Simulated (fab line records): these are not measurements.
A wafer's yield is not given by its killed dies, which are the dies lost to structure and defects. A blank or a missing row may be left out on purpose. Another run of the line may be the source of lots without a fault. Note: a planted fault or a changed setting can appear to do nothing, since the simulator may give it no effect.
fab line records	flow n5-finfet
record: lots: 10	wafers: 29	last-day: 19
route steps=1938 shown BEOL_M0@735 BEOL_M1@754 BEOL_M4@1111
lots that met no fault: taken from a fault-free run of the same line
start-h: hours from the record's opening day to when the first of the lot's shown wafers began	wait-h: hours since the lot's step before	" identical to the entry in the row above	L1.1+2: a single row standing in for several wafers	- no value present, or no start provided	* or withheld: withheld	< > ~ a bound
route shown NAME@n: a module of which the file shows steps, and the number in the route of the first	usual: mean and standard deviation over wafers with no fault	same: alike in all rows	chamber/n: place in a boat	sites: the reading at each site	_std_site: their standard deviation	_edge_site: inner sites' mean taken away from outer sites' mean	radius-mm: for every site, how far away it sits from the centre of the wafer	mask NAME#n: copy n	behind: the most recent tool/chamber to have shaped the wafer	hold: reason for holding the lot/hours on hold/outcome of the hold	device: the transistor (n, p or np) that didn't switch	end of line: the tests these same wafers got at the end of their route	step lacking rows: just its recipe	killed: count of dies lost to structure and defects at first sort (not the wafer's yield)	map: the dies of a wafer, with x for killed, . for not killed, _ for no die there
set.NAME: the setting the step ran with; set.NAME@STEP: the setting that earlier step ran with	model.NAME: the simulator's own value behind a step, which no gauge read
the route's steps for a sample of lots (tables are steps, rows are wafers)
services: when a tool's chamber went out of use (start-h, in hours from the record's first day, below 0 if earlier), for how many hours, and the reason
== steps ==
step: N5_BEOL_M0_ANNEAL_117
recipe: temp-c: 400	time-s: 60	ambient: vacuum
usual: heater-power-w: 832/77	susceptor-temp-C: 399.99/0.22
same: time-s: 60
lot.wafer	tool	chamber	start-h	wait-h	heater-power-w	susceptor-temp-C
L326.1	pvd-sputter-01	-	156.27	0.0	927	399.95
L326.2	"	-	"	"	745	400.11
L326.5	"	-	"	"	906	399.63
L329.1	pvd-sputter-03	-	166.42	0.0	873	399.95
L329.2	"	-	"	"	734	400.04
L329.5	"	-	"	"	914	400.28
L331.3	pvd-sputter-03	-	174.53	0.0	759	400.14
L331.5	"	-	"	"	739	399.68
L331.6	"	-	"	"	901	400.02
L332.1	pvd-sputter-01	-	181.62	0.0	940	400.22
L332.5	"	-	"	"	911	400.19
L332.6	"	-	"	"	811	400.36
L335.2	pvd-sputter-02	-	206.32	0.0	850	399.55
L335.3	"	-	"	"	752	400.03
L335.6	"	-	"	"	858	399.81
L338.2	pvd-sputter-01	-	220.86	0.0	935	400.38
L338.4	"	-	"	"	828	400.19
L338.5	"	-	"	"	725	400.04
L339.2	pvd-sputter-01	-	224.86	0.0	934	399.70
L339.5	"	-	"	"	939	400.36
L341.2	pvd-sputter-02	-	237.32	0.0	843	400.17
L341.3	"	-	"	"	771	400.04
L341.4	"	-	"	"	844	399.92
L346.1	pvd-sputter-03	-	258.26	0.0	903	399.89
L346.2	"	-	"	"	890	399.84
L346.6	"	-	"	"	908	399.88
L345.1	pvd-sputter-03	-	259.67	0.0	911	400.18
L345.3	"	-	"	"	888	400.04
L345.6	"	-	"	"	743	399.83
step: N5_BEOL_M0_CO_CAP_123
recipe: material: Co	target-thk-a: 20	temp-c: 200	precursor: CCTBA/H2	pressure-torr: 30	time-s: 102.1
usual: chamber-pressure-Torr: 29.99/0.066	heater-power-w: 243/9.1	run-length-s: 124.5/0.4	susceptor-temp-C: 199.98/0.17
lot.wafer	tool	chamber	start-h	wait-h	chamber-pressure-Torr	heater-power-w	run-length-s	susceptor-temp-C
L326.1	cvd-co-01	0	157.42	0.0	30.04	243	124.7	199.99
L326.2	"	1	"	"	29.87	244	125.1	199.96
L326.5	"	2	"	"	30.06	243	124.3	199.84
L329.1	cvd-co-02	2	168.07	0.0	30.02	233	124.9	199.81
L329.2	"	0	"	"	30.02	259	125.5	199.82
L329.5	"	0	"	"	29.89	259	124.9	199.90
L331.3	cvd-co-02	1	175.69	0.0	30.00	232	124.0	199.91
L331.5	"	0	"	"	30.09	257	125.4	200.32
L331.6	"	2	"	"	29.98	235	124.7	199.98
L332.1	cvd-co-01	1	182.83	0.0	29.95	243	125.0	200.23
L332.5	"	1	"	"	29.86	239	125.1	200.41
L332.6	"	2	"	"	29.99	240	124.4	199.97
L335.2	cvd-co-02	2	208.67	0.0	29.83	224	124.3	200.21
L335.3	"	0	"	"	30.02	250	124.7	199.91
L335.6	"	2	"	"	29.97	228	184.6	199.98
L338.2	cvd-co-02	0	222.00	0.0	29.95	254	125.0	199.85
L338.4	"	1	"	"	29.97	255	124.1	199.72
L338.5	"	2	"	"	29.89	229	184.7	200.05
L339.2	cvd-co-02	1	226.00	0.0	30.05	238	124.5	199.94
L339.5	"	2	"	"	29.93	235	184.5	199.89
L341.2	cvd-co-01	2	238.47	0.0	30.07	239	124.7	199.99
L341.3	"	1	"	"	29.98	242	124.6	200.17
L341.4	"	2	"	"	30.01	241	124.1	200.00
L346.1	cvd-co-01	2	259.58	0.0	30.09	243	124.3	199.81
L346.2	"	1	"	"	29.93	242	125.0	199.76
L346.6	"	2	"	"	29.97	240	124.3	199.73
L345.1	cvd-co-01	0	260.81	0.0	30.01	248	124.8	199.88
L345.3	"	2	"	"	30.09	236	124.2	200.17
L345.6	"	1	"	"	30.03	238	124.6	199.89
step: N5_BEOL_M0_DEP_125
recipe: material: SiCN	target-thk-a: 80	temp-c: withheld	precursor: 3MS/NH3	pressure-torr: 3	rf-w: 202	time-s: 14
usual: chamber-pressure-Torr: 2.999/0.0067	showerhead-plenum-p-Torr: 3.657/0.0096	showerhead-vpp-V: 868/26	throttle-valve-pct: 9.0/0.33
same: time-s: 14
lot.wafer	tool	chamber	start-h	wait-h	chamber-pressure-Torr	showerhead-plenum-p-Torr	showerhead-vpp-V	throttle-valve-pct
L326.1	pecvd-01	1	157.53	0.0	3.003	3.656	849	9.4
L326.2	"	2	"	"	2.995	3.657	860	8.5
L326.5	"	0	"	"	2.998	3.664	887	8.8
L329.1	pecvd-02	0	168.19	0.0	2.997	3.647	905	9.5
L329.2	"	1	"	"	2.997	3.637	877	8.9
L329.5	"	0	"	"	3.000	3.651	906	9.3
L331.3	pecvd-04	0	175.81	0.0	3.004	3.666	898	9.3
L331.5	"	1	"	"	2.997	3.657	852	9.0
L331.6	"	0	"	"	3.004	3.663	908	9.0
L332.1	pecvd-04	0	182.95	0.0	2.985	3.670	894	9.1
L332.5	"	1	"	"	2.996	3.668	868	9.3
L332.6	"	2	"	"	2.989	3.666	868	9.0
L335.2	pecvd-02	2	208.78	0.0	3.004	3.661	830	8.7
L335.3	"	1	"	"	3.011	3.651	878	8.8
L335.6	"	0	"	"	3.004	3.646	905	9.4
L338.2	pecvd-01	2	222.12	0.0	2.994	3.657	857	8.6
L338.4	"	2	"	"	2.990	3.649	856	8.6
L338.5	"	1	"	"	2.997	3.652	836	9.5
L339.2	pecvd-02	2	226.12	0.0	3.005	3.665	831	8.8
L339.5	"	2	"	"	3.014	3.674	827	8.8
L341.2	pecvd-01	0	238.58	0.0	3.009	3.660	877	8.6
L341.3	"	1	"	"	3.006	3.645	840	9.4
L341.4	"	0	"	"	2.998	3.668	900	8.7
L346.1	pecvd-01	1	259.69	0.0	3.007	3.651	831	9.7
L346.2	"	0	"	"	3.003	3.661	873	8.5
L346.6	"	1	"	"	3.004	3.663	832	9.4
L345.1	pecvd-04	0	260.93	0.0	2.986	3.655	895	8.7
L345.3	"	2	"	"	2.989	3.662	865	8.8
L345.6	"	0	"	"	2.994	3.667	885	9.1
step: N5_BEOL_M1_HM_DEP_02
recipe: material: TiN	target-thk-a: 200	temp-c: 25	chamber-pressure-pa: 0.49996
usual: chamber-pressure-pa: 0.5000/0.00096	susceptor-temp-C: 25.01/0.1	throttle-valve-pct: 29.8/0.96
lot.wafer	tool	chamber	start-h	wait-h	chamber-pressure-pa	susceptor-temp-C	throttle-valve-pct
L326.1	pvd-sputter-01	-	159.21	1.4	0.5005	25.15	28.9
L326.2	"	-	"	"	0.4996	25.16	29.7
L326.5	"	-	"	"	0.5007	25.08	28.5
L329.1	pvd-sputter-01	-	170.00	1.6	0.4985	25.01	30.3
L329.2	"	-	"	"	0.4995	24.98	28.6
L329.5	"	-	"	"	0.4994	24.93	28.6
L331.3	pvd-sputter-03	-	176.71	0.6	0.4998	25.01	30.6
L331.5	"	-	"	"	0.5006	25.00	30.4
L331.6	"	-	"	"	0.4997	25.05	29.8
L332.1	pvd-sputter-02	-	183.24	0.0	0.5010	25.03	30.1
L332.5	"	-	"	"	0.4990	25.00	30.2
L332.6	"	-	"	"	0.5000	25.00	30.2
L335.2	pvd-sputter-01	-	210.04	1.0	0.5018	24.93	28.8
L335.3	"	-	"	"	0.4988	25.03	30.6
L335.6	"	-	"	"	0.5008	25.11	28.9
L338.2	pvd-sputter-03	-	222.44	0.1	0.5001	25.03	29.3
L338.4	"	-	"	"	0.4993	24.74	30.9
L338.5	"	-	"	"	0.5012	25.05	29.1
L339.2	pvd-sputter-03	-	227.70	1.3	0.4994	25.13	29.4
L339.5	"	-	"	"	0.5011	25.18	31.1
L341.2	pvd-sputter-01	-	240.64	1.8	0.5006	25.04	30.6
L341.3	"	-	"	"	0.4995	25.19	29.6
L341.4	"	-	"	"	0.4994	25.01	30.7
L346.1	pvd-sputter-01	-	260.63	0.7	0.4998	25.00	30.8
L346.2	"	-	"	"	0.4996	24.98	30.5
L346.6	"	-	"	"	0.5008	24.93	30.6
L345.1	pvd-sputter-02	-	261.93	0.7	0.4993	24.98	30.9
L345.3	"	-	"	"	0.5007	25.00	30.2
L345.6	"	-	"	"	0.5014	24.92	27.3
step: N5_BEOL_M4_RC_MEAS_101
usual: DIBL_N: 36.0/1.3	DIBL_P: 36.2/1.7	IOFF_N: 0.155/0.024	IOFF_P: 0.21/0.034	ION_N: 674/9	ION_P: 463/7.1	SS_N: 71.4/0.5	SS_P: 73.4/0.57	VT_N: 250.0/2.8	VT_P: -251/3.2
lot.wafer	tool	chamber	start-h	wait-h	DIBL_N[mV/V]	DIBL_P[mV/V]	IOFF_N[nA/um]	IOFF_P[nA/um]	ION_N[uA/um]	ION_P[uA/um]	SS_N[mV/dec]	SS_P[mV/dec]	VT_N[mV]	VT_P[mV]
L326.1	prober-02	0	252.50	0.0	35.3	33.8	0.133	0.19	674	466	71.6	72.8	251.5	-251
L326.2	"	0	"	"	37.4	36.0	0.164	0.22	681	467	71.4	73.2	247.7	-250
L326.5	"	0	"	"	35.4	33.4	0.134	0.19	665	463	71.7	73.0	251.1	-251
L329.1	prober-02	0	265.81	0.0	33.4	33.2	0.119	0.16	674	468	70.7	72.5	250.9	-252
L329.2	"	0	"	"	37.6	38.7	0.184	0.24	687	469	71.9	74.5	246.6	-245
L329.5	"	0	"	"	34.8	34.7	0.129	0.19	670	466	71.7	72.3	250.3	-252
L331.3	prober-02	0	275.80	0.3	36.0	37.5	0.157	0.21	672	459	71.7	73.4	250.7	-251
L331.5	"	0	"	"	35.0	35.7	0.144	0.18	667	452	71.4	73.0	251.3	-252
L331.6	"	0	"	"	35.2	36.4	0.153	0.19	678	462	70.7	74.2	250.9	-251
L332.1	prober-01	0	276.14	0.0	37.8	37.2	0.186	0.20	682	457	72.0	73.3	248.8	-254
L332.5	"	0	"	"	35.8	35.1	0.156	0.18	681	458	70.8	73.1	248.2	-255
L332.6	"	0	"	"	36.3	35.3	0.159	0.18	671	460	70.4	73.6	250.2	-255
L335.2	prober-01	0	295.89	0.2	32.6	33.0	0.126	0.17	665	462	70.7	72.7	251.9	-253
L335.3	"	0	"	"	34.1	34.6	0.147	0.19	671	461	71.9	73.3	247.8	-251
L335.6	"	0	"	"	34.0	34.4	0.142	0.19	668	451	71.4	73.1	248.8	-250
L341.2	prober-02	0	296.02	0.2	38.0	38.1	0.182	0.29	677	472	71.6	74.0	249.0	-244
L341.3	"	0	"	"	38.5	38.8	0.194	0.30	677	472	72.2	74.7	250.4	-244
L341.4	"	0	"	"	37.6	37.3	0.169	0.27	682	474	71.2	73.8	250.2	-244
L338.2	prober-02	0	311.95	0.2	37.7	36.4	0.176	0.26	683	472	71.4	74.0	245.8	-246
L338.4	"	0	"	"	35.4	33.7	0.134	0.21	668	465	72.0	73.5	247.5	-246
L338.5	"	0	"	"	38.0	37.1	0.192	0.28	678	473	72.3	73.9	245.9	-243
L339.2	prober-02	0	319.44	0.2	38.0	38.0	0.180	0.24	680	466	71.8	73.8	249.6	-252
L339.5	"	0	"	"	36.5	35.8	0.143	0.20	667	463	71.7	73.8	253.3	-252
L346.1	prober-01	0	347.71	0.0	35.7	34.9	0.135	0.20	676	464	70.9	73.0	251.9	-251
L346.2	"	0	"	"	34.8	34.3	0.120	0.19	668	464	71.0	72.4	255.6	-249
L346.6	"	0	"	"	34.3	34.5	0.121	0.19	664	464	70.4	72.5	253.3	-250
L345.1	prober-01	0	358.50	0.0	34.6	34.0	0.126	0.16	657	447	70.6	73.1	257.1	-257
L345.3	"	0	"	"	33.5	33.6	0.124	0.16	658	453	71.5	72.0	253.6	-256
L345.6	"	0	"	"	33.9	33.6	0.121	0.16	655	453	71.5	73.2	253.1	-256
== services ==
tool	chamber	start-h	hours	kind
pvd-sputter-02	-	143.09	2.5	repair
cvd-co-01	0	165.28	16.0	repair
pecvd-01	1	177.48	-	calibration
cvd-co-01	-	178.26	0.5	repair
pecvd-04	2	209.60	-	calibration
pecvd-02	-	239.28	0.8	repair
pecvd-01	-	242.61	1.4	repair
pecvd-01	1	252.95	6.0	repair
pecvd-02	2	258.27	5.5	scheduled-down
== key ==
first-sign: step: N5_BEOL_M0_CO_CAP_123	reading: run-length-s	direction: up	sigmas: 99+	usual: *	struck: *
effect none on later readings
met-at N5_BEOL_M0_CO_CAP_123
struck-lots L335,L338,L339
struck-wafers L335.6,L338.5,L339.5
not-acting-at N5_BEOL_M0_ANNEAL_117,N5_BEOL_M0_DEP_125,N5_BEOL_M1_HM_DEP_02
onset-between 175.69 208.67
fault: kind: process-parameter-drift	tool: cvd-co-02	chamber: -	onset-h: 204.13	steps: N5_BEOL_M0_CO_CAP_123	channel: time-s	offset: *	shape: step	end-h: 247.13	scope: struck-wafers-only	acts-in: *	stated: *
